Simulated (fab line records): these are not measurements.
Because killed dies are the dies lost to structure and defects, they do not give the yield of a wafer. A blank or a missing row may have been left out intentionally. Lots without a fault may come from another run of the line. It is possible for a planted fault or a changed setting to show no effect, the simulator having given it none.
fab line records ; flow nand_harc
record lots=15; wafers=45; last_day=25
route steps=1159 shown P_GATE@146 P_CONTACT@218
lots that met no fault: from a run of the same line without faults
start_h: hours from the record's first day to the start of the lot's first wafer shown ; wait_h: hours from the lot's prior step to this one ; " as in the row above ; L1.1+2: a row that stands for several wafers ; - no value present, or no start provided ; * or withheld: withheld ; < > ~ a bound
route shown NAME@n: a module of which the file shows steps, and the number in the route of the first ; usual: average and standard deviation across the fault-free wafers ; same: alike in all rows ; chamber/n: place in a boat ; sites: readings site by site ; _std_site: how widely they spread, as a standard deviation ; _edge_site: mean of outer sites minus mean of inner sites ; radius_mm: for every site, how far away it sits from the centre of the wafer ; mask NAME#n: copy n ; behind: tool/chamber where the wafer was last shaped ; hold: why the lot went on hold/how many hours it stayed there/how the hold came to an end ; device: which transistor (n, p or np) failed to switch ; end of line: the tests these same wafers got at the end of their route ; where a step has no rows: the recipe by itself ; killed: not the wafer's yield, but the dies lost to structure and defects at the first sort ; map: a wafer's dies, marking killed ones x, the rest . and places with no die _
set.NAME: the setting the step ran with; set.NAME@STEP: the setting that earlier step ran with ; model.NAME: the simulator's own value behind a step, which no gauge read
one table for each step of the route and one row for each wafer, over a sample of lots
services: from which hour (start_h, from the record's first day; less than 0 if before it) a tool's chamber was out of use, for how many hours, and why
## steps
# step NHARC_P_GATE_HM_OPEN_105
# recipe target_depth_a=3600; o2_flow_sccm=400; cos_flow_sccm=20; ar_flow_sccm=0; rf_w=500; bias_w=300; chemistry=O2/COS
# usual cos_flow_sccm=20.00/0.059; drypump_motor_current_A=6.00/0.21; oes_product_au=1.001/0.0072; rf_vpp_V=467.1/2.7; showerhead_plenum_p_Torr=3.12/0.13; throttle_valve_pct=28.330/0.0098
lot.wafer;tool;chamber;start_h;wait_h;cos_flow_sccm;drypump_motor_current_A;oes_product_au;rf_hours_counter_h;rf_vpp_V;showerhead_plenum_p_Torr;throttle_valve_pct
L626.2;rie_diel-01;1;-;-;19.93;6.11;1.001;50;471.3;3.28;28.328
L626.3;rie_diel-01;2;-;-;20.05;5.69;0.989;48;464.9;2.98;28.348
L626.4;rie_diel-01;3;-;-;20.06;5.56;0.992;48;462.7;2.91;28.323
L630.3;rie_diel-02;3;-;-;19.97;6.00;1.001;24;464.0;3.03;28.334
L630.2;rie_diel-02;1;-;-;20.03;6.25;0.999;27;471.5;3.31;28.320
L630.4;rie_diel-02;3;-;-;20.03;6.02;1.002;-;464.5;3.03;28.348
L631.1;rie_diel-02;1;-;-;19.99;6.23;1.012;27;470.3;3.31;28.309
L631.3;rie_diel-02;2;-;-;19.98;6.10;1.003;23;464.8;3.05;28.323
L631.5;rie_diel-02;3;-;-;20.09;6.00;0.989;-;464.8;3.04;28.348
L634.1;rie_diel-02;1;-;-;19.97;6.23;0.993;30;471.8;3.31;28.330
L634.5;rie_diel-02;1;-;-;20.09;6.21;0.996;-;468.7;3.31;28.331
L634.4;rie_diel-02;2;-;-;19.97;6.04;1.007;-;466.0;3.04;28.338
L633.3;rie_diel-01;1;-;-;19.97;6.11;0.999;66;471.0;3.28;28.325
L633.1;rie_diel-01;3;-;-;20.10;5.61;0.993;65;463.4;2.90;28.319
L633.5;rie_diel-01;2;-;-;19.99;5.69;1.001;-;462.7;2.97;28.342
L636.1;rie_diel-12;2;-;-;19.95;5.59;1.003;39;468.0;3.12;28.325
L636.2;rie_diel-12;3;-;-;20.01;6.18;1.009;31;470.1;3.28;28.329
L636.3;rie_diel-12;0;-;-;19.99;6.12;1.011;38;467.4;3.16;28.335
L635.1;rie_diel-02;0;-;-;19.98;6.02;0.996;22;466.0;3.09;28.328
L635.6;rie_diel-02;2;-;-;20.09;6.05;1.006;-;465.2;3.04;28.322
L635.5;rie_diel-02;3;-;-;19.85;6.00;0.996;-;465.9;3.03;28.329
L640.2;rie_diel-02;1;-;-;19.96;6.23;0.998;0;471.2;3.30;28.332
L640.3;rie_diel-02;2;-;-;19.99;6.09;1.000;0;464.9;3.04;28.340
L640.1;rie_diel-02;0;-;-;20.02;6.04;1.001;0;467.2;3.09;28.328
L637.1;rie_diel-02;2;-;-;19.97;6.11;0.992;0;466.1;3.04;28.306
L637.3;rie_diel-02;3;-;-;20.01;6.00;0.986;1;464.3;3.03;28.318
L637.6;rie_diel-02;0;-;-;20.08;6.02;1.001;-;466.4;3.09;28.330
L641.3;rie_diel-02;3;-;-;19.96;6.00;1.001;3;467.0;3.03;28.327
L641.1;rie_diel-02;1;-;-;19.99;6.24;1.014;3;470.1;3.30;28.329
L641.6;rie_diel-02;2;-;-;19.95;6.03;0.999;-;465.6;3.04;28.330
L643.3;rie_diel-01;2;-;-;19.98;5.72;0.997;20;464.4;2.96;28.337
L643.6;rie_diel-01;1;-;-;20.11;6.07;1.003;-;471.0;3.26;28.342
L643.5;rie_diel-01;2;-;-;20.04;5.73;1.003;-;463.8;2.96;28.319
L645.3;rie_diel-02;2;-;-;20.08;6.15;0.993;6;464.9;3.04;28.323
L645.2;rie_diel-02;3;-;-;19.99;5.98;0.985;7;465.0;3.03;28.334
L645.6;rie_diel-02;2;-;-;19.91;6.10;0.991;-;463.7;3.04;28.336
L646.3;rie_diel-02;3;-;-;19.95;6.01;0.982;8;465.1;3.03;28.317
L646.2;rie_diel-02;0;-;-;20.05;6.00;1.003;8;465.5;3.09;28.324
L646.1;rie_diel-02;2;-;-;19.96;6.11;0.991;8;466.1;3.04;28.319
L648.3;rie_diel-01;3;-;-;20.02;5.58;1.007;23;472.3;3.36;28.344
L648.2;rie_diel-01;0;-;-;20.00;5.74;1.011;24;462.9;2.94;28.336
L648.1;rie_diel-01;2;-;-;19.93;5.68;0.994;26;463.7;2.96;28.328
L649.2;rie_diel-12;0;-;-;20.03;6.16;1.000;3;466.9;3.15;28.313
L649.3;rie_diel-12;1;-;-;20.02;5.80;1.004;2;465.8;2.96;28.322
L649.6;rie_diel-12;3;-;-;20.06;6.24;1.006;-;468.6;3.27;28.324
# step NHARC_P_GATE_STRIP_75
# recipe power_w=1500; temp_c=250; chemistry=O2
# usual drypump_motor_current_A=5.8/0.48; heater_power_w=348/46
lot.wafer;tool;chamber;start_h;wait_h;drypump_motor_current_A;heater_power_w;rf_hours_counter_h
L626.2;plasma_asher-01;1;111.53;0.2;5.0;436;1
L626.3;plasma_asher-01;1;111.53;0.2;5.0;442;-
L626.4;plasma_asher-01;0;111.53;0.2;5.7;327;-
L630.2;plasma_asher-02;1;124.90;0.2;6.2;330;38
L630.4;plasma_asher-02;1;124.90;0.2;6.2;330;-
L630.3;plasma_asher-02;0;124.90;0.2;6.1;302;-
L631.1;plasma_asher-02;1;125.46;0.2;6.2;338;39
L631.3;plasma_asher-02;0;125.46;0.2;6.1;310;-
L631.5;plasma_asher-02;0;125.46;0.2;6.1;311;-
L633.1;plasma_asher-01;1;143.94;0.2;5.0;423;11
L633.3;plasma_asher-01;0;143.94;0.2;5.6;332;-
L633.5;plasma_asher-01;0;143.94;0.2;5.6;329;-
L634.1;plasma_asher-01;1;144.83;0.2;5.0;421;12
L634.4;plasma_asher-01;1;144.83;0.2;5.0;428;-
L634.5;plasma_asher-01;1;144.83;0.2;5.0;433;-
L635.1;plasma_asher-02;0;158.45;0.3;6.1;304;47
L635.5;plasma_asher-02;0;158.45;0.3;6.1;311;-
L635.6;plasma_asher-02;1;158.45;0.3;6.2;328;-
L636.2;plasma_asher-01;0;158.52;0.3;5.6;327;15
L636.1;plasma_asher-01;1;158.52;0.3;5.0;429;15
L636.3;plasma_asher-01;0;158.52;0.3;5.7;328;-
L640.2;plasma_asher-02;1;179.78;0.2;6.2;332;55
L640.1;plasma_asher-02;0;179.78;0.2;6.1;305;55
L640.3;plasma_asher-02;1;179.78;0.2;6.2;331;-
L637.1;plasma_asher-01;0;180.27;0.2;5.6;326;22
L637.3;plasma_asher-01;1;180.27;0.2;5.0;443;-
L637.6;plasma_asher-01;0;180.27;0.2;5.7;324;-
L641.1;plasma_asher-02;1;194.62;0.3;6.2;333;1
L641.3;plasma_asher-02;1;194.62;0.3;6.2;339;-
L641.6;plasma_asher-02;1;194.62;0.3;6.2;343;-
L643.3;plasma_asher-01;0;211.39;0.1;5.6;329;-
L643.6;plasma_asher-01;1;211.39;0.1;5.0;430;-
L643.5;plasma_asher-01;0;211.39;0.1;5.6;333;-
L645.2;plasma_asher-02;0;211.86;0.3;6.1;320;6
L645.3;plasma_asher-02;1;211.86;0.3;6.2;331;-
L645.6;plasma_asher-02;1;211.86;0.3;6.2;340;-
L646.1;plasma_asher-01;0;222.32;0.3;5.6;325;39
L646.2;plasma_asher-01;1;222.32;0.3;5.0;428;39
L646.3;plasma_asher-01;1;222.32;0.3;5.0;443;-
L648.1;plasma_asher-02;1;229.49;0.3;6.2;339;12
L648.2;plasma_asher-02;0;229.49;0.3;6.1;316;12
L648.3;plasma_asher-02;1;229.49;0.3;6.2;330;-
L649.2;plasma_asher-02;0;235.43;0.2;6.1;316;15
L649.3;plasma_asher-02;0;235.43;0.2;6.1;315;-
L649.6;plasma_asher-02;1;235.43;0.2;6.2;344;-
# step NHARC_P_GATE_RTA_64
# recipe temp_c=1050; time_s=1
# usual anneal_temp_c_max=1056.7/2.8; lamp_power_pct=32.0/0.58; wafer_temp_C_max=1054.7/0.82
lot.wafer;tool;chamber;start_h;wait_h;anneal_temp_c_max;lamp_power_pct;wafer_temp_C_max
L626.2;rtp_anneal-02;0;116.31;-;1054.6;32.7;1054.7
L626.3;rtp_anneal-02;0;116.31;-;1053.7;32.7;1054.2
L626.4;rtp_anneal-02;0;116.31;-;1053.4;32.7;1055.4
L630.2;rtp_anneal-02;0;129.41;-;1053.4;32.7;1053.9
L630.3;rtp_anneal-02;0;129.41;-;1053.3;32.7;1054.2
L630.4;rtp_anneal-02;0;129.41;-;1055.1;32.7;1054.6
L631.1;rtp_anneal-01;0;129.98;-;1060.5;31.5;1056.1
L631.3;rtp_anneal-01;0;129.98;-;1058.6;31.5;1055.4
L631.5;rtp_anneal-01;0;129.98;-;1058.5;31.5;1053.8
L633.1;rtp_anneal-01;0;148.40;-;1056.2;31.5;1053.5
L633.3;rtp_anneal-01;0;148.40;-;1060.4;31.5;1053.6
L633.5;rtp_anneal-01;0;148.40;-;1057.7;31.5;1054.6
L634.1;rtp_anneal-01;0;149.18;-;1062.3;31.5;1055.9
L634.4;rtp_anneal-01;0;149.18;-;1057.4;31.5;1054.1
L634.5;rtp_anneal-01;0;149.18;-;1057.5;31.6;1053.6
L635.1;rtp_anneal-01;-;162.75;-;-;-;-
L635.5;rtp_anneal-01;-;162.75;-;-;-;-
L635.6;rtp_anneal-01;-;162.75;-;-;-;-
L636.1;rtp_anneal-01;-;163.74;-;-;-;-
L636.2;rtp_anneal-01;-;163.74;-;-;-;-
L636.3;rtp_anneal-01;-;163.74;-;-;-;-
L640.1;rtp_anneal-01;-;184.27;-;-;-;-
L640.2;rtp_anneal-01;-;184.27;-;-;-;-
L640.3;rtp_anneal-01;-;184.27;-;-;-;-
L637.1;rtp_anneal-01;0;184.85;-;1060.1;31.4;1054.9
L637.3;rtp_anneal-01;0;184.85;-;1057.5;31.5;1053.2
L637.6;rtp_anneal-01;0;184.85;-;1056.8;31.5;1053.5
L641.1;rtp_anneal-01;0;199.10;-;1060.2;31.5;1054.5
L641.3;rtp_anneal-01;0;199.10;-;1059.7;31.4;1054.9
L641.6;rtp_anneal-01;0;199.10;-;1060.9;31.4;1053.7
L643.3;rtp_anneal-01;0;215.81;-;1057.2;31.5;1055.3
L643.5;rtp_anneal-01;0;215.81;-;1060.5;31.5;1053.0
L643.6;rtp_anneal-01;0;215.81;-;1057.5;31.5;1054.4
L645.2;rtp_anneal-02;0;216.33;-;1053.8;32.6;1055.1
L645.3;rtp_anneal-02;0;216.33;-;1054.0;32.7;1054.6
L645.6;rtp_anneal-02;0;216.33;-;1054.0;32.6;1055.1
L646.1;rtp_anneal-02;0;226.96;-;1053.1;32.7;1054.3
L646.2;rtp_anneal-02;0;226.96;-;1053.2;32.7;1054.5
L646.3;rtp_anneal-02;0;226.96;-;1052.4;32.6;1053.8
L648.1;rtp_anneal-01;0;233.98;-;1058.6;31.6;1054.5
L648.2;rtp_anneal-01;0;233.98;-;1060.4;31.5;1054.6
L648.3;rtp_anneal-01;0;233.98;-;1059.6;31.6;1054.2
L649.2;rtp_anneal-02;0;240.07;-;1054.9;32.7;1056.9
L649.3;rtp_anneal-02;0;240.07;-;1054.7;32.7;1053.9
L649.6;rtp_anneal-02;0;240.07;-;1054.4;32.7;1053.8
# step NHARC_P_CONTACT_DEP_00
# recipe target_thk_a=5000; temp_c=400; pressure_torr=6.5; rf_w=900; teos_flow_sccm=161.4; flow_sccm=2650; target_thk_nm=500; gas=O2; material=SiO2
# usual chamber_pressure_Torr=6.503/0.014; heater_power_w=523/93; throttle_valve_pct=16.3/0.42
lot.wafer;tool;chamber;start_h;wait_h;chamber_pressure_Torr;heater_power_w;throttle_valve_pct
L626.2;pecvd-04;1;118.07;0.3;6.507;549;16.8
L626.4;pecvd-04;2;118.07;0.3;6.505;732;16.3
L626.3;pecvd-04;1;118.07;0.3;6.498;563;16.6
L630.2;pecvd-04;0;-;-;6.528;468;16.3
L630.3;pecvd-04;1;-;-;6.500;639;16.7
L630.4;pecvd-04;1;-;-;6.532;480;16.8
L631.1;pecvd-03;2;-;-;6.500;573;16.0
L631.3;pecvd-03;0;-;-;6.481;565;16.5
L631.5;pecvd-03;2;-;-;6.499;577;15.9
L633.3;pecvd-03;1;-;-;6.511;392;16.1
L633.1;pecvd-03;2;-;-;6.483;538;15.9
L633.5;pecvd-03;2;-;-;6.486;558;16.1
L634.1;pecvd-04;2;-;-;6.502;604;16.4
L634.5;pecvd-04;1;-;-;6.498;624;16.5
L634.4;pecvd-04;0;-;-;6.522;481;16.9
L637.1;pecvd-04;1;-;-;6.492;599;17.0
L637.3;pecvd-04;2;-;-;6.506;636;16.1
L637.6;pecvd-04;1;-;-;6.496;614;16.8
L641.1;pecvd-03;2;200.95;0.3;6.506;483;16.0
L641.3;pecvd-03;2;200.95;0.3;6.507;526;16.0
L641.6;pecvd-03;1;200.95;0.3;6.491;366;16.4
L643.3;pecvd-01;1;-;-;6.505;576;16.6
L643.6;pecvd-01;2;-;-;6.511;476;16.4
L643.5;pecvd-01;0;-;-;6.506;550;15.8
L645.3;pecvd-03;0;-;-;6.486;481;16.5
L645.2;pecvd-03;1;-;-;6.493;409;16.4
L645.6;pecvd-03;0;-;-;6.498;503;17.0
L646.1;pecvd-03;2;-;-;6.499;576;15.8
L646.2;pecvd-03;0;-;-;6.491;490;17.0
L646.3;pecvd-03;1;-;-;6.481;368;16.3
L648.3;pecvd-04;0;-;-;6.524;507;16.6
L648.2;pecvd-04;1;-;-;6.521;505;15.8
L648.1;pecvd-04;2;-;-;6.502;708;15.2
L649.2;pecvd-01;1;-;-;6.483;568;16.7
L649.3;pecvd-01;0;-;-;6.510;502;15.9
L649.6;pecvd-01;0;-;-;6.503;516;15.8
## services
tool;chamber;start_h;hours;kind
rie_diel-12;3;77.39;19.3;repair
pecvd-03;1;79.72;3.9;repair
plasma_asher-02;-;83.04;0.8;repair
rie_diel-02;0;87.14;44.0;repair
pecvd-04;0;97.66;25.3;repair
plasma_asher-01;-;99.00;9.0;pm
pecvd-03;0;102.15;4.9;repair
plasma_asher-01;-;110.03;0.9;repair
pecvd-03;-;111.33;13.0;pm
rie_diel-01;2;113.03;9.2;repair
plasma_asher-02;-;116.86;1.7;repair
rie_diel-02;1;118.07;3.5;repair
rie_diel-01;-;137.80;9.0;pm
pecvd-01;-;146.41;1.2;repair
pecvd-04;-;148.73;1.8;repair
rie_diel-02;-;150.70;9.0;pm
pecvd-04;-;151.20;1.7;repair
plasma_asher-02;-;183.76;9.0;pm
pecvd-04;-;195.00;13.0;pm
pecvd-03;0;196.69;13.8;repair
pecvd-01;2;200.23;6.0;repair
rie_diel-12;-;202.40;9.0;pm
plasma_asher-02;-;217.51;1.1;repair
pecvd-04;0;240.18;6.7;repair
## key
first_sign step=NHARC_P_GATE_RTA_64; reading=tool_record; direction=missing
effect none on later readings
met_at NHARC_P_GATE_RTA_64
struck_lots L635,L636,L640
later_rows_left_out L635.1,L635.5,L635.6,L636.1,L636.2,L636.3,L640.1,L640.2,L640.3
sort_left_out L635.1,L635.5,L635.6,L636.1,L636.2,L636.3,L640.1,L640.2,L640.3
tester_left_out L635,L636,L640
not_acting_at NHARC_P_GATE_HM_OPEN_105,NHARC_P_GATE_STRIP_75,NHARC_P_CONTACT_DEP_00
onset_between 149.18 162.75
fault kind=skipped_step_whole; tool=rtp_anneal-01; chamber=-; onset_h=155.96; steps=NHARC_P_GATE_RTA_64; scope=struck_lots_only
# tester_left_out: of these lots the tester's yield and bins aren't shown, on N5 and GAA mostly nor the transistor test; their killed dies are dies lost to structure and defects alone, not to doping, threshold or leakage, so they don't give the yield
# sort_left_out: the simulated sort isn't trusted on such a fault, so these wafers' sort isn't shown, and their yield isn't known
# later_rows_left_out: the simulator's readings of these wafers behind a module that went badly wrong aren't trusted and aren't shown, but for the sort
